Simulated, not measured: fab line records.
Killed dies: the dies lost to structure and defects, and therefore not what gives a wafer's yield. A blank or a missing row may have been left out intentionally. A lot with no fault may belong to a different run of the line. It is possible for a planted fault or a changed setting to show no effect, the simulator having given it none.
Chamber matching / flow n5_finfet / rie_diel-01 running N5_BEOL_M5_STRIP_19: 4 sister chambers
The step strips in O2. 7 wafers are shown with their chamber, then 9 later ones without.

WAFERS PAIRED WITH THEIR CHAMBERS
wafer=L087.3; chamber=3; drypump_motor_current_A (A)=5.70; throttle_valve_pct (%)=16.76
wafer=L088.1; chamber=1; drypump_motor_current_A (A)=5.92; throttle_valve_pct (%)=16.99
wafer=L088.3; chamber=3; drypump_motor_current_A (A)=5.70; throttle_valve_pct (%)=16.78
wafer=L088.4; chamber=0; drypump_motor_current_A (A)=5.77; throttle_valve_pct (%)=16.54
wafer=L090.3; chamber=2; drypump_motor_current_A (A)=6.36; throttle_valve_pct (%)=16.80
wafer=L090.4; chamber=1; drypump_motor_current_A (A)=5.92; throttle_valve_pct (%)=16.98
wafer=L090.6; chamber=0; drypump_motor_current_A (A)=5.79; throttle_valve_pct (%)=16.56

WAFERS WHOSE CHAMBER IS MISSING
wafer=L089.3; drypump_motor_current_A (A)=5.91; throttle_valve_pct (%)=17.00
wafer=L089.4; drypump_motor_current_A (A)=5.77; throttle_valve_pct (%)=16.54
wafer=L089.5; drypump_motor_current_A (A)=6.37; throttle_valve_pct (%)=16.80
wafer=L092.1; drypump_motor_current_A (A)=5.69; throttle_valve_pct (%)=16.78
wafer=L092.4; drypump_motor_current_A (A)=5.91; throttle_valve_pct (%)=17.01
wafer=L092.6; drypump_motor_current_A (A)=6.30; throttle_valve_pct (%)=16.82
wafer=L091.2; drypump_motor_current_A (A)=5.93; throttle_valve_pct (%)=17.00
wafer=L091.4; drypump_motor_current_A (A)=6.39; throttle_valve_pct (%)=16.81
wafer=L091.5; drypump_motor_current_A (A)=5.70; throttle_valve_pct (%)=16.77

CHAMBER TAKEN BY EACH
wafer=L089.3; from the rows above=1; in truth=1
wafer=L089.4; from the rows above=0; in truth=0
wafer=L089.5; from the rows above=2; in truth=2
wafer=L092.1; from the rows above=3; in truth=3
wafer=L092.4; from the rows above=1; in truth=1
wafer=L092.6; from the rows above=2; in truth=2
wafer=L091.2; from the rows above=1; in truth=1
wafer=L091.4; from the rows above=2; in truth=2
wafer=L091.5; from the rows above=3; in truth=3
Placed correctly: 9 of 9. Number that these rows cannot place: 0. 0 placed wrongly.
How it was worked out, from the rows above alone: a wafer's distance from a chamber is the root of the sum, over the readings, of the square of ((its reading less the chamber's mean) divided by the reading's scatter). The wafer belongs to the nearest chamber; if the next one is less than 2 further off, it can't be placed. Each chamber's mean is taken over the wafers shown for it. The scatter is the square root of a quotient: the sum, over the shown wafers, of each reading's squared deviation from its chamber's mean, divided by wafers minus chambers.
